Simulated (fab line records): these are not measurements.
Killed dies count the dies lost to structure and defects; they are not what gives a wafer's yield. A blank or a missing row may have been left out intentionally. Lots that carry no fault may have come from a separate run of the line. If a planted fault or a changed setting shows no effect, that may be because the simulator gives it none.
The tool behind it: which one? || flow n5 finfet || 24 lots with 72 wafers sampled at 6 steps, on a route of 1938 steps

WHAT EACH GAUGE READ, for each wafer
N5_BEOL_M10_INSPECT_58: inspects for defects (darkfield).
{"lot": "L074", "measured": "day 10 04:37", "on": "defect inspect-01", "raw defect count": "162 124 69"}
{"lot": "L075", "measured": "day 10 09:00", "on": "defect inspect-02", "raw defect count": "67 53 78"}
{"lot": "L077", "measured": "day 10 18:34", "on": "defect inspect-01", "raw defect count": "80 90 136"}
{"lot": "L078", "measured": "day 10 21:40", "on": "defect inspect-02", "raw defect count": "127 74 83"}
{"lot": "L079", "measured": "day 11 04:56", "on": "defect inspect-02", "raw defect count": "81 100 136"}
{"lot": "L080", "measured": "day 11 10:14", "on": "defect inspect-01", "raw defect count": "85 94 92"}
{"lot": "L082", "measured": "day 12 06:49", "on": "defect inspect-02", "raw defect count": "79 62 71"}
{"lot": "L081", "measured": "day 12 07:33", "on": "defect inspect-01", "raw defect count": "61 58 40"}
{"lot": "L083", "measured": "day 13 00:21", "on": "defect inspect-01", "raw defect count": "78 72 74"}
{"lot": "L084", "measured": "day 13 07:52", "on": "defect inspect-01", "raw defect count": "52 74 109"}
{"lot": "L086", "measured": "day 13 11:37", "on": "defect inspect-02", "raw defect count": "96 76 81"}
{"lot": "L085", "measured": "day 13 13:07", "on": "defect inspect-02", "raw defect count": "109 78 69"}
{"lot": "L087", "measured": "day 13 17:39", "on": "defect inspect-02", "raw defect count": "88 82 59"}
{"lot": "L089", "measured": "day 14 00:32", "on": "defect inspect-02", "raw defect count": "52 53 52"}
{"lot": "L088", "measured": "day 14 04:14", "on": "defect inspect-02", "raw defect count": "55 74 68"}
{"lot": "L090", "measured": "day 14 05:46", "on": "defect inspect-01", "raw defect count": "49 73 88"}
{"lot": "L091", "measured": "day 14 20:06", "on": "defect inspect-02", "raw defect count": "76 60 45"}
{"lot": "L092", "measured": "day 14 22:38", "on": "defect inspect-02", "raw defect count": "112 87 113"}
{"lot": "L093", "measured": "day 14 23:43", "on": "defect inspect-02", "raw defect count": "57 83 38"}
{"lot": "L094", "measured": "day 16 04:21", "on": "defect inspect-01", "raw defect count": "25 52 50"}
{"lot": "L076", "measured": "day 16 06:29", "on": "defect inspect-01", "raw defect count": "76 86 54"}
{"lot": "L095", "measured": "day 16 10:30", "on": "defect inspect-01", "raw defect count": "51 94 51"}
{"lot": "L097", "measured": "day 17 00:41", "on": "defect inspect-02", "raw defect count": "76 76 76"}
{"lot": "L096", "measured": "day 17 20:25", "on": "defect inspect-02", "raw defect count": "47 39 47"}

N5_BEOL_M11_CD_MEAS_11 targets a cd of 64.1 nm.
{"lot": "L074", "measured": "day 10 07:24", "on": "cd sem-01", "cd nm (nm)": "63.9 65.1 64.6"}
{"lot": "L075", "measured": "day 10 11:02", "on": "cd sem-01", "cd nm (nm)": "63.6 64.4 64.3"}
{"lot": "L077", "measured": "day 10 21:14", "on": "cd sem-01", "cd nm (nm)": "64.0 64.1 63.1"}
{"lot": "L078", "measured": "day 11 00:41", "on": "cd sem-02", "cd nm (nm)": "64.1 64.1 63.8"}
{"lot": "L079", "measured": "day 11 08:10", "on": "cd sem-03", "cd nm (nm)": "64.3 64.6 63.6"}
{"lot": "L080", "measured": "day 11 11:53", "on": "cd sem-02", "cd nm (nm)": "63.8 64.1 64.7"}
{"lot": "L082", "measured": "day 12 10:14", "on": "cd sem-01", "cd nm (nm)": "64.7 63.9 64.5"}
{"lot": "L081", "measured": "day 12 10:19", "on": "cd sem-02", "cd nm (nm)": "62.9 64.0 64.1"}
{"lot": "L083", "measured": "day 13 04:01", "on": "cd sem-01", "cd nm (nm)": "64.3 64.9 64.1"}
{"lot": "L084", "measured": "day 13 09:14", "on": "cd sem-02", "cd nm (nm)": "64.4 64.3 64.4"}
{"lot": "L086", "measured": "day 13 12:50", "on": "cd sem-01", "cd nm (nm)": "63.4 63.4 63.5"}
{"lot": "L085", "measured": "day 13 15:12", "on": "cd sem-02", "cd nm (nm)": "64.8 65.2 65.2"}
{"lot": "L087", "measured": "day 13 19:54", "on": "cd sem-02", "cd nm (nm)": "63.4 65.1 64.5"}
{"lot": "L089", "measured": "day 14 02:16", "on": "cd sem-01", "cd nm (nm)": "65.2 64.1 64.8"}
{"lot": "L088", "measured": "day 14 06:04", "on": "cd sem-02", "cd nm (nm)": "64.6 63.6 64.5"}
{"lot": "L090", "measured": "day 14 07:37", "on": "cd sem-02", "cd nm (nm)": "64.3 64.4 64.5"}
{"lot": "L091", "measured": "day 14 23:06", "on": "cd sem-03", "cd nm (nm)": "63.5 64.5 63.7"}
{"lot": "L092", "measured": "day 15 02:25", "on": "cd sem-03", "cd nm (nm)": "63.6 63.4 63.4"}
{"lot": "L093", "measured": "day 15 02:34", "on": "cd sem-02", "cd nm (nm)": "64.4 63.6 64.1"}
{"lot": "L094", "measured": "day 16 07:02", "on": "cd sem-02", "cd nm (nm)": "64.0 64.2 63.4"}
{"lot": "L076", "measured": "day 16 07:58", "on": "cd sem-02", "cd nm (nm)": "63.5 63.6 64.3"}
{"lot": "L095", "measured": "day 16 14:02", "on": "cd sem-03", "cd nm (nm)": "64.0 63.9 64.9"}
{"lot": "L097", "measured": "day 17 03:56", "on": "cd sem-03", "cd nm (nm)": "64.0 63.9 64.3"}
{"lot": "L096", "measured": "day 17 22:35", "on": "cd sem-02", "cd nm (nm)": "63.5 64.2 64.1"}

N5_BEOL_M12_OVL_MEAS_11.
{"lot": "L074", "measured": "day 10 12:30", "on": "overlay-01", "V11_OVL (nm)": "0 5 2"}
{"lot": "L075", "measured": "day 10 18:52", "on": "overlay-01", "V11_OVL (nm)": "6 6 -9"}
{"lot": "L077", "measured": "day 11 03:38", "on": "overlay-02", "V11_OVL (nm)": "-15 5 3"}
{"lot": "L078", "measured": "day 11 08:23", "on": "overlay-01", "V11_OVL (nm)": "7 -5 -1"}
{"lot": "L079", "measured": "day 11 18:05", "on": "overlay-01", "V11_OVL (nm)": "-5 10 7"}
{"lot": "L080", "measured": "day 12 03:28", "on": "overlay-01", "V11_OVL (nm)": "5 -6 15"}
{"lot": "L082", "measured": "day 12 16:06", "on": "overlay-01", "V11_OVL (nm)": "-1 -7 -5"}
{"lot": "L081", "measured": "day 12 17:06", "on": "overlay-01", "V11_OVL (nm)": "-1 -13 -5"}
{"lot": "L083", "measured": "day 13 10:37", "on": "overlay-01", "V11_OVL (nm)": "-6 4 0"}
{"lot": "L084", "measured": "day 13 14:00", "on": "overlay-02", "V11_OVL (nm)": "-10 -14 -1"}
{"lot": "L086", "measured": "day 13 17:56", "on": "overlay-01", "V11_OVL (nm)": "-3 2 -4"}
{"lot": "L085", "measured": "day 13 22:23", "on": "overlay-01", "V11_OVL (nm)": "2 2 1"}
{"lot": "L087", "measured": "day 14 03:14", "on": "overlay-01", "V11_OVL (nm)": "9 4 11"}
{"lot": "L089", "measured": "day 14 08:29", "on": "overlay-01", "V11_OVL (nm)": "14 -2 -4"}
{"lot": "L088", "measured": "day 14 12:36", "on": "overlay-01", "V11_OVL (nm)": "-5 2 -1"}
{"lot": "L090", "measured": "day 14 17:32", "on": "overlay-01", "V11_OVL (nm)": "1 5 12"}
{"lot": "L091", "measured": "day 15 06:02", "on": "overlay-01", "V11_OVL (nm)": "0 4 -3"}
{"lot": "L092", "measured": "day 15 07:38", "on": "overlay-01", "V11_OVL (nm)": "1 -8 -1"}
{"lot": "L093", "measured": "day 15 08:09", "on": "overlay-01", "V11_OVL (nm)": "4 4 2"}
{"lot": "L094", "measured": "day 16 12:29", "on": "overlay-01", "V11_OVL (nm)": "7 -4 0"}
{"lot": "L076", "measured": "day 16 15:04", "on": "overlay-01", "V11_OVL (nm)": "0 -4 -1"}
{"lot": "L095", "measured": "day 16 20:49", "on": "overlay-01", "V11_OVL (nm)": "3 7 -7"}
{"lot": "L097", "measured": "day 17 10:22", "on": "overlay-01", "V11_OVL (nm)": "-8 -5 1"}
{"lot": "L096", "measured": "day 18 05:03", "on": "overlay-02", "V11_OVL (nm)": "-4 -2 -7"}

WHICH TOOL RAN EACH LOT (tool, then ch and the chambers of the sampled wafers, then the start)
{"lot": "L074", "N5_BEOL_M10_ETCH_65": "rie diel-06 ch 0,2,3, day 10 00:35", "N5_BEOL_M10_SURFACE_TREAT_76": "pvd sputter-03, day 10 02:17", "N5_BEOL_M11_VIA_ETCH_34": "rie diel-04 ch 2,3, day 10 09:10"}
{"lot": "L075", "N5_BEOL_M10_ETCH_65": "rie diel-06 ch 1,2,3, day 10 06:17", "N5_BEOL_M10_SURFACE_TREAT_76": "pvd sputter-01, day 10 07:50", "N5_BEOL_M11_VIA_ETCH_34": "rie diel-02 ch 0,2, day 10 15:29"}
{"lot": "L077", "N5_BEOL_M10_ETCH_65": "rie diel-03 ch 1,2,3, day 10 15:02", "N5_BEOL_M10_SURFACE_TREAT_76": "pvd sputter-03, day 10 16:48", "N5_BEOL_M11_VIA_ETCH_34": "rie diel-05 ch 1,2,3, day 11 00:18"}
{"lot": "L078", "N5_BEOL_M10_ETCH_65": "rie diel-03 ch 0,1,2, day 10 16:49", "N5_BEOL_M10_SURFACE_TREAT_76": "pvd sputter-03, day 10 20:18", "N5_BEOL_M11_VIA_ETCH_34": "rie diel-05 ch 0,1,2, day 11 03:58"}
{"lot": "L079", "N5_BEOL_M10_ETCH_65": "rie diel-03 ch 0,2, day 11 00:36", "N5_BEOL_M10_SURFACE_TREAT_76": "pvd sputter-03, day 11 01:57", "N5_BEOL_M11_VIA_ETCH_34": "rie diel-02 ch 2,3, day 11 11:11"}
{"lot": "L080", "N5_BEOL_M10_ETCH_65": "rie diel-03 ch 0,1,3, day 11 07:15", "N5_BEOL_M10_SURFACE_TREAT_76": "pvd sputter-02, day 11 08:46", "N5_BEOL_M11_VIA_ETCH_34": "rie diel-02 ch 1,2,3, day 11 23:51"}
{"lot": "L082", "N5_BEOL_M10_ETCH_65": "rie diel-06 ch 0,2, day 12 00:08", "N5_BEOL_M10_SURFACE_TREAT_76": "pvd sputter-03, day 12 05:34", "N5_BEOL_M11_VIA_ETCH_34": "rie diel-02 ch 1,2,3, day 12 12:46"}
{"lot": "L081", "N5_BEOL_M10_ETCH_65": "rie diel-01 ch 0,2,3, day 12 00:32", "N5_BEOL_M10_SURFACE_TREAT_76": "pvd sputter-02, day 12 06:11", "N5_BEOL_M11_VIA_ETCH_34": "rie diel-02 ch 0,3, day 12 13:13"}
{"lot": "L083", "N5_BEOL_M10_ETCH_65": "rie diel-01 ch 0,3, day 12 20:48", "N5_BEOL_M10_SURFACE_TREAT_76": "pvd sputter-01, day 12 23:02", "N5_BEOL_M11_VIA_ETCH_34": "rie diel-04 ch 0,1, day 13 05:30"}
{"lot": "L084", "N5_BEOL_M10_ETCH_65": "rie diel-06 ch 0,3, day 13 04:20", "N5_BEOL_M10_SURFACE_TREAT_76": "pvd sputter-03, day 13 05:59", "N5_BEOL_M11_VIA_ETCH_34": "rie diel-05 ch 0,2,3, day 13 10:38"}
{"lot": "L086", "N5_BEOL_M10_ETCH_65": "rie diel-01 ch 0,1,2, day 13 08:16", "N5_BEOL_M10_SURFACE_TREAT_76": "pvd sputter-01, day 13 09:50", "N5_BEOL_M11_VIA_ETCH_34": "rie diel-02 ch 0,1,2, day 13 14:21"}
{"lot": "L085", "N5_BEOL_M10_ETCH_65": "rie diel-03 ch 0,2, day 13 10:07", "N5_BEOL_M10_SURFACE_TREAT_76": "pvd sputter-02, day 13 11:48", "N5_BEOL_M11_VIA_ETCH_34": "rie diel-02 ch 1,2, day 13 18:38"}
{"lot": "L087", "N5_BEOL_M10_ETCH_65": "rie diel-01 ch 0,1,2, day 13 14:11", "N5_BEOL_M10_SURFACE_TREAT_76": "pvd sputter-01, day 13 16:03", "N5_BEOL_M11_VIA_ETCH_34": "rie diel-02 ch 0,2,3, day 13 22:34"}
{"lot": "L089", "N5_BEOL_M10_ETCH_65": "rie diel-06 ch 0,1, day 13 21:10", "N5_BEOL_M10_SURFACE_TREAT_76": "pvd sputter-01, day 13 22:56", "N5_BEOL_M11_VIA_ETCH_34": "rie diel-05 ch 1,2, day 14 04:13"}
{"lot": "L088", "N5_BEOL_M10_ETCH_65": "rie diel-01 ch 2,3, day 14 01:17", "N5_BEOL_M10_SURFACE_TREAT_76": "pvd sputter-01, day 14 02:43", "N5_BEOL_M11_VIA_ETCH_34": "rie diel-02 ch 1,2, day 14 07:44"}
{"lot": "L090", "N5_BEOL_M10_ETCH_65": "rie diel-06 ch 1,2, day 14 01:53", "N5_BEOL_M10_SURFACE_TREAT_76": "pvd sputter-03, day 14 03:52", "N5_BEOL_M11_VIA_ETCH_34": "rie diel-04 ch 1,2,3, day 14 12:33"}
{"lot": "L091", "N5_BEOL_M10_ETCH_65": "rie diel-06 ch 0,1,3, day 14 15:38", "N5_BEOL_M10_SURFACE_TREAT_76": "pvd sputter-02, day 14 17:07", "N5_BEOL_M11_VIA_ETCH_34": "rie diel-05 ch 0,1,2, day 15 01:46"}
{"lot": "L092", "N5_BEOL_M10_ETCH_65": "rie diel-01 ch 2,3, day 14 19:34", "N5_BEOL_M10_SURFACE_TREAT_76": "pvd sputter-02, day 14 21:05", "N5_BEOL_M11_VIA_ETCH_34": "rie diel-04 ch 0,2, day 15 04:23"}
{"lot": "L093", "N5_BEOL_M10_ETCH_65": "rie diel-06 ch 0,1, day 14 19:46", "N5_BEOL_M10_SURFACE_TREAT_76": "pvd sputter-02, day 14 21:43", "N5_BEOL_M11_VIA_ETCH_34": "rie diel-02 ch 0,1, day 15 04:38"}
{"lot": "L094", "N5_BEOL_M10_ETCH_65": "rie diel-03 ch 0,2,3, day 15 23:16", "N5_BEOL_M10_SURFACE_TREAT_76": "pvd sputter-01, day 16 02:59", "N5_BEOL_M11_VIA_ETCH_34": "rie diel-05 ch 2,3, day 16 09:04"}
{"lot": "L076", "N5_BEOL_M10_ETCH_65": "rie diel-06 ch 2,3, day 16 02:44", "N5_BEOL_M10_SURFACE_TREAT_76": "pvd sputter-03, day 16 04:29", "N5_BEOL_M11_VIA_ETCH_34": "rie diel-02 ch 0,1, day 16 09:48"}
{"lot": "L095", "N5_BEOL_M10_ETCH_65": "rie diel-06 ch 0,2,3, day 16 06:41", "N5_BEOL_M10_SURFACE_TREAT_76": "pvd sputter-03, day 16 08:34", "N5_BEOL_M11_VIA_ETCH_34": "rie diel-05 ch 2,3, day 16 15:38"}
{"lot": "L097", "N5_BEOL_M10_ETCH_65": "rie diel-03 ch 1,2, day 16 19:37", "N5_BEOL_M10_SURFACE_TREAT_76": "pvd sputter-01, day 16 23:16", "N5_BEOL_M11_VIA_ETCH_34": "rie diel-04 ch 1,2, day 17 05:24"}
{"lot": "L096", "N5_BEOL_M10_ETCH_65": "rie diel-01 ch 0,2,3, day 17 16:55", "N5_BEOL_M10_SURFACE_TREAT_76": "pvd sputter-01, day 17 18:43", "N5_BEOL_M11_VIA_ETCH_34": "rie diel-02 ch 0,1,2, day 18 00:47"}
- N5_BEOL_M10_ETCH_65: etches SiARC in CF4, target depth 39 nm, time 65 s.
- N5_BEOL_M10_SURFACE_TREAT_76
- N5_BEOL_M11_VIA_ETCH_34: etches SiCOH lowk in C4F6/O2, target depth 184.5 nm, time 69.2 s.

AS READ BY THE TOOLS THEMSELVES (means over the sampled wafers that have a number; for cases with no such wafer, the mark the record gives instead)
N5_BEOL_M10_ETCH_65.
{"lot": "L074", "tool": "rie diel-06", "drypump motor current A (A)": 5.5, "etch rf on time s (s)": 63.2, "oes product au (a.u.)": 0.67, "rf vpp V (V)": 183.9, "showerhead plenum p Torr (Torr)": 2.16, "throttle valve pct (%)": 15.71}
{"lot": "L075", "tool": "rie diel-06", "drypump motor current A (A)": 5.4, "etch rf on time s (s)": 63.9, "oes product au (a.u.)": 0.63, "rf vpp V (V)": 184.7, "showerhead plenum p Torr (Torr)": 2.19, "throttle valve pct (%)": 15.92}
{"lot": "L077", "tool": "rie diel-03", "drypump motor current A (A)": 5.8, "etch rf on time s (s)": 66.9, "oes product au (a.u.)": 0.61, "rf vpp V (V)": 183.0, "showerhead plenum p Torr (Torr)": 2.14, "throttle valve pct (%)": 15.69}
{"lot": "L078", "tool": "rie diel-03", "drypump motor current A (A)": 5.8, "etch rf on time s (s)": 66.5, "oes product au (a.u.)": 0.67, "rf vpp V (V)": 184.0, "showerhead plenum p Torr (Torr)": 2.15, "throttle valve pct (%)": 15.64}
{"lot": "L079", "tool": "rie diel-03", "drypump motor current A (A)": 5.6, "etch rf on time s (s)": 67.3, "oes product au (a.u.)": 0.70, "rf vpp V (V)": 183.8, "showerhead plenum p Torr (Torr)": 2.16, "throttle valve pct (%)": 15.65}
{"lot": "L080", "tool": "rie diel-03", "drypump motor current A (A)": 5.4, "etch rf on time s (s)": 66.5, "oes product au (a.u.)": 0.66, "rf vpp V (V)": 183.3, "showerhead plenum p Torr (Torr)": 2.16, "throttle valve pct (%)": 15.65}
{"lot": "L082", "tool": "rie diel-06", "drypump motor current A (A)": 5.6, "etch rf on time s (s)": 63.6, "oes product au (a.u.)": 0.69, "rf vpp V (V)": 184.2, "showerhead plenum p Torr (Torr)": 2.13, "throttle valve pct (%)": 15.57}
{"lot": "L081", "tool": "rie diel-01", "drypump motor current A (A)": 5.7, "etch rf on time s (s)": 65.0, "oes product au (a.u.)": 0.74, "rf vpp V (V)": 183.6, "showerhead plenum p Torr (Torr)": 2.18, "throttle valve pct (%)": 15.38}
{"lot": "L083", "tool": "rie diel-01", "drypump motor current A (A)": 5.6, "etch rf on time s (s)": 66.5, "oes product au (a.u.)": 0.69, "rf vpp V (V)": 184.2, "showerhead plenum p Torr (Torr)": 2.14, "throttle valve pct (%)": 15.33}
{"lot": "L084", "tool": "rie diel-06", "drypump motor current A (A)": 5.6, "etch rf on time s (s)": 63.5, "oes product au (a.u.)": 0.66, "rf vpp V (V)": 184.0, "showerhead plenum p Torr (Torr)": 2.12, "throttle valve pct (%)": 15.70}
{"lot": "L086", "tool": "rie diel-01", "drypump motor current A (A)": 5.7, "etch rf on time s (s)": 64.3, "oes product au (a.u.)": 0.70, "rf vpp V (V)": 184.8, "showerhead plenum p Torr (Torr)": 2.21, "throttle valve pct (%)": 15.58}
{"lot": "L085", "tool": "rie diel-03", "drypump motor current A (A)": 5.9, "etch rf on time s (s)": 68.1, "oes product au (a.u.)": 0.62, "rf vpp V (V)": 184.3, "showerhead plenum p Torr (Torr)": 2.13, "throttle valve pct (%)": 15.74}
{"lot": "L087", "tool": "rie diel-01", "drypump motor current A (A)": 5.6, "etch rf on time s (s)": 64.7, "oes product au (a.u.)": 0.69, "rf vpp V (V)": 184.5, "showerhead plenum p Torr (Torr)": 2.21, "throttle valve pct (%)": 15.58}
{"lot": "L089", "tool": "rie diel-06", "drypump motor current A (A)": 5.7, "etch rf on time s (s)": 62.1, "oes product au (a.u.)": 0.78, "rf vpp V (V)": 184.3, "showerhead plenum p Torr (Torr)": 2.14, "throttle valve pct (%)": 15.54}
{"lot": "L088", "tool": "rie diel-01", "drypump motor current A (A)": 5.6, "etch rf on time s (s)": 67.1, "oes product au (a.u.)": 0.71, "rf vpp V (V)": 183.5, "showerhead plenum p Torr (Torr)": 2.12, "throttle valve pct (%)": 15.42}
{"lot": "L090", "tool": "rie diel-06", "drypump motor current A (A)": 5.5, "etch rf on time s (s)": 63.7, "oes product au (a.u.)": 0.72, "rf vpp V (V)": 184.1, "showerhead plenum p Torr (Torr)": 2.16, "throttle valve pct (%)": 15.63}
{"lot": "L091", "tool": "rie diel-06", "drypump motor current A (A)": 5.5, "etch rf on time s (s)": 63.4, "oes product au (a.u.)": 0.70, "rf vpp V (V)": 184.6, "showerhead plenum p Torr (Torr)": 2.16, "throttle valve pct (%)": 15.75}
{"lot": "L092", "tool": "rie diel-01", "drypump motor current A (A)": 5.6, "etch rf on time s (s)": 66.8, "oes product au (a.u.)": 0.72, "rf vpp V (V)": 184.2, "showerhead plenum p Torr (Torr)": 2.15, "throttle valve pct (%)": 15.51}
{"lot": "L093", "tool": "rie diel-06", "drypump motor current A (A)": 5.8, "etch rf on time s (s)": 63.3, "oes product au (a.u.)": 0.72, "rf vpp V (V)": 183.4, "showerhead plenum p Torr (Torr)": 2.10, "throttle valve pct (%)": 15.52}
{"lot": "L094", "tool": "rie diel-03", "drypump motor current A (A)": 5.6, "etch rf on time s (s)": 66.3, "oes product au (a.u.)": 0.69, "rf vpp V (V)": 184.4, "showerhead plenum p Torr (Torr)": 2.13, "throttle valve pct (%)": 15.62}
{"lot": "L076", "tool": "rie diel-06", "drypump motor current A (A)": 5.4, "etch rf on time s (s)": 64.2, "oes product au (a.u.)": 0.63, "rf vpp V (V)": 184.0, "showerhead plenum p Torr (Torr)": 2.16, "throttle valve pct (%)": 15.86}
{"lot": "L095", "tool": "rie diel-06", "drypump motor current A (A)": 5.5, "etch rf on time s (s)": 64.7, "oes product au (a.u.)": 0.63, "rf vpp V (V)": 183.7, "showerhead plenum p Torr (Torr)": 2.14, "throttle valve pct (%)": 15.81}
{"lot": "L097", "tool": "rie diel-03", "drypump motor current A (A)": 6.1, "etch rf on time s (s)": 67.4, "oes product au (a.u.)": 0.72, "rf vpp V (V)": 184.5, "showerhead plenum p Torr (Torr)": 2.11, "throttle valve pct (%)": 15.48}
{"lot": "L096", "tool": "rie diel-01", "drypump motor current A (A)": 5.6, "etch rf on time s (s)": 65.7, "oes product au (a.u.)": 0.68, "rf vpp V (V)": 184.2, "showerhead plenum p Torr (Torr)": 2.16, "throttle valve pct (%)": 15.47}

N5_BEOL_M10_SURFACE_TREAT_76.
{"lot": "L074", "tool": "pvd sputter-03", "ar flow sccm (sccm)": 29.95}
{"lot": "L075", "tool": "pvd sputter-01", "ar flow sccm (sccm)": 30.04}
{"lot": "L077", "tool": "pvd sputter-03", "ar flow sccm (sccm)": 30.01}
{"lot": "L078", "tool": "pvd sputter-03", "ar flow sccm (sccm)": 29.99}
{"lot": "L079", "tool": "pvd sputter-03", "ar flow sccm (sccm)": 30.01}
{"lot": "L080", "tool": "pvd sputter-02", "ar flow sccm (sccm)": 29.99}
{"lot": "L082", "tool": "pvd sputter-03", "ar flow sccm (sccm)": 30.04}
{"lot": "L081", "tool": "pvd sputter-02", "ar flow sccm (sccm)": 30.09}
{"lot": "L083", "tool": "pvd sputter-01", "ar flow sccm (sccm)": 30.05}
{"lot": "L084", "tool": "pvd sputter-03", "ar flow sccm (sccm)": 29.96}
{"lot": "L086", "tool": "pvd sputter-01", "ar flow sccm (sccm)": 30.01}
{"lot": "L085", "tool": "pvd sputter-02", "ar flow sccm (sccm)": 29.96}
{"lot": "L087", "tool": "pvd sputter-01", "ar flow sccm (sccm)": 30.05}
{"lot": "L089", "tool": "pvd sputter-01", "ar flow sccm (sccm)": 29.97}
{"lot": "L088", "tool": "pvd sputter-01", "ar flow sccm (sccm)": 30.05}
{"lot": "L090", "tool": "pvd sputter-03", "ar flow sccm (sccm)": 29.89}
{"lot": "L091", "tool": "pvd sputter-02", "ar flow sccm (sccm)": 30.01}
{"lot": "L092", "tool": "pvd sputter-02", "ar flow sccm (sccm)": 30.06}
{"lot": "L093", "tool": "pvd sputter-02", "ar flow sccm (sccm)": 30.13}
{"lot": "L094", "tool": "pvd sputter-01", "ar flow sccm (sccm)": 30.02}
{"lot": "L076", "tool": "pvd sputter-03", "ar flow sccm (sccm)": 30.04}
{"lot": "L095", "tool": "pvd sputter-03", "ar flow sccm (sccm)": 29.93}
{"lot": "L097", "tool": "pvd sputter-01", "ar flow sccm (sccm)": 30.01}
{"lot": "L096", "tool": "pvd sputter-01", "ar flow sccm (sccm)": 30.00}

N5_BEOL_M11_VIA_ETCH_34.
{"lot": "L074", "tool": "rie diel-04", "drypump motor current A (A)": 5.1, "oes product au (a.u.)": 0.83, "rf vpp V (V)": 681, "showerhead plenum p Torr (Torr)": 2.88, "throttle valve pct (%)": 21.12}
{"lot": "L075", "tool": "rie diel-02", "drypump motor current A (A)": 5.7, "oes product au (a.u.)": 0.75, "rf vpp V (V)": 683, "showerhead plenum p Torr (Torr)": 2.93, "throttle valve pct (%)": 21.03}
{"lot": "L077", "tool": "rie diel-05", "drypump motor current A (A)": 5.8, "oes product au (a.u.)": 0.76, "rf vpp V (V)": 657, "showerhead plenum p Torr (Torr)": 2.77, "throttle valve pct (%)": 21.01}
{"lot": "L078", "tool": "rie diel-05", "drypump motor current A (A)": 5.6, "oes product au (a.u.)": 0.82, "rf vpp V (V)": 663, "showerhead plenum p Torr (Torr)": 2.83, "throttle valve pct (%)": 21.08}
{"lot": "L079", "tool": "rie diel-02", "drypump motor current A (A)": 5.7, "oes product au (a.u.)": 0.80, "rf vpp V (V)": 683, "showerhead plenum p Torr (Torr)": 2.98, "throttle valve pct (%)": 20.97}
{"lot": "L080", "tool": "rie diel-02", "drypump motor current A (A)": 5.8, "oes product au (a.u.)": 0.83, "rf vpp V (V)": 673, "showerhead plenum p Torr (Torr)": 2.96, "throttle valve pct (%)": 21.07}
{"lot": "L082", "tool": "rie diel-02", "drypump motor current A (A)": 5.8, "oes product au (a.u.)": 0.82, "rf vpp V (V)": 673, "showerhead plenum p Torr (Torr)": 2.96, "throttle valve pct (%)": 21.08}
{"lot": "L081", "tool": "rie diel-02", "drypump motor current A (A)": 5.7, "oes product au (a.u.)": 0.84, "rf vpp V (V)": 658, "showerhead plenum p Torr (Torr)": 2.99, "throttle valve pct (%)": 21.02}
{"lot": "L083", "tool": "rie diel-04", "drypump motor current A (A)": 5.2, "oes product au (a.u.)": 0.71, "rf vpp V (V)": 681, "showerhead plenum p Torr (Torr)": 2.95, "throttle valve pct (%)": 20.93}
{"lot": "L084", "tool": "rie diel-05", "drypump motor current A (A)": 5.3, "oes product au (a.u.)": 0.78, "rf vpp V (V)": 662, "showerhead plenum p Torr (Torr)": 2.78, "throttle valve pct (%)": 21.13}
{"lot": "L086", "tool": "rie diel-02", "drypump motor current A (A)": 5.8, "oes product au (a.u.)": 0.78, "rf vpp V (V)": 673, "showerhead plenum p Torr (Torr)": 2.90, "throttle valve pct (%)": 21.17}
{"lot": "L085", "tool": "rie diel-02", "drypump motor current A (A)": 5.8, "oes product au (a.u.)": 0.76, "rf vpp V (V)": 686, "showerhead plenum p Torr (Torr)": 2.93, "throttle valve pct (%)": 21.10}
{"lot": "L087", "tool": "rie diel-02", "drypump motor current A (A)": 5.6, "oes product au (a.u.)": 0.78, "rf vpp V (V)": 670, "showerhead plenum p Torr (Torr)": 2.95, "throttle valve pct (%)": 21.04}
{"lot": "L089", "tool": "rie diel-05", "drypump motor current A (A)": 6.0, "oes product au (a.u.)": 0.75, "rf vpp V (V)": 659, "showerhead plenum p Torr (Torr)": 2.80, "throttle valve pct (%)": 21.02}
{"lot": "L088", "tool": "rie diel-02", "drypump motor current A (A)": 5.8, "oes product au (a.u.)": 0.77, "rf vpp V (V)": 686, "showerhead plenum p Torr (Torr)": 2.92, "throttle valve pct (%)": 21.12}
{"lot": "L090", "tool": "rie diel-04", "drypump motor current A (A)": 5.1, "oes product au (a.u.)": 0.83, "rf vpp V (V)": 680, "showerhead plenum p Torr (Torr)": 2.88, "throttle valve pct (%)": 21.02}
{"lot": "L091", "tool": "rie diel-05", "drypump motor current A (A)": 5.6, "oes product au (a.u.)": 0.78, "rf vpp V (V)": 662, "showerhead plenum p Torr (Torr)": 2.81, "throttle valve pct (%)": 21.11}
{"lot": "L092", "tool": "rie diel-04", "drypump motor current A (A)": 5.3, "oes product au (a.u.)": 0.75, "rf vpp V (V)": 685, "showerhead plenum p Torr (Torr)": 2.92, "throttle valve pct (%)": 20.94}
{"lot": "L093", "tool": "rie diel-02", "drypump motor current A (A)": 5.9, "oes product au (a.u.)": 0.80, "rf vpp V (V)": 664, "showerhead plenum p Torr (Torr)": 2.88, "throttle valve pct (%)": 21.29}
{"lot": "L094", "tool": "rie diel-05", "drypump motor current A (A)": 5.6, "oes product au (a.u.)": 0.70, "rf vpp V (V)": 645, "showerhead plenum p Torr (Torr)": 2.70, "throttle valve pct (%)": 21.07}
{"lot": "L076", "tool": "rie diel-02", "drypump motor current A (A)": 5.9, "oes product au (a.u.)": 0.79, "rf vpp V (V)": 664, "showerhead plenum p Torr (Torr)": 2.88, "throttle valve pct (%)": 21.30}
{"lot": "L095", "tool": "rie diel-05", "drypump motor current A (A)": 5.5, "oes product au (a.u.)": 0.71, "rf vpp V (V)": 645, "showerhead plenum p Torr (Torr)": 2.70, "throttle valve pct (%)": 21.08}
{"lot": "L097", "tool": "rie diel-04", "drypump motor current A (A)": 5.0, "oes product au (a.u.)": 0.79, "rf vpp V (V)": 681, "showerhead plenum p Torr (Torr)": 2.91, "throttle valve pct (%)": 21.12}
{"lot": "L096", "tool": "rie diel-02", "drypump motor current A (A)": 5.8, "oes product au (a.u.)": 0.75, "rf vpp V (V)": 674, "showerhead plenum p Torr (Torr)": 2.89, "throttle valve pct (%)": 21.21}

THE ANSWER, worked out from the rows above alone
Rule: what is usual is taken from the lots themselves. The widest of any qualifying gaps counts: lots, ordered by their means at a reading, are off when they make up no more than a third of the lots, leave a main group of 4 or more, and stand apart from it by 3 or more times the standard deviation of that group's means. A main group whose means are all the same, to the digits that the tables above print for the reading, isn't used. Also off: a lot with no number at a reading for which 4 or more lots have one. All remaining lots with rows at the step are treated as sound. After the gauges, taken in route order, come the tools' own readings; for these a lot's mean is taken, as printed above. The first step at which some lot is off is used, and at that step the reading that is off furthest; a lot without a number counts as furthest.
Nothing can be told from this: no lot is off at any reading shown.

WHAT THE SIMULATOR HAD PUT IN
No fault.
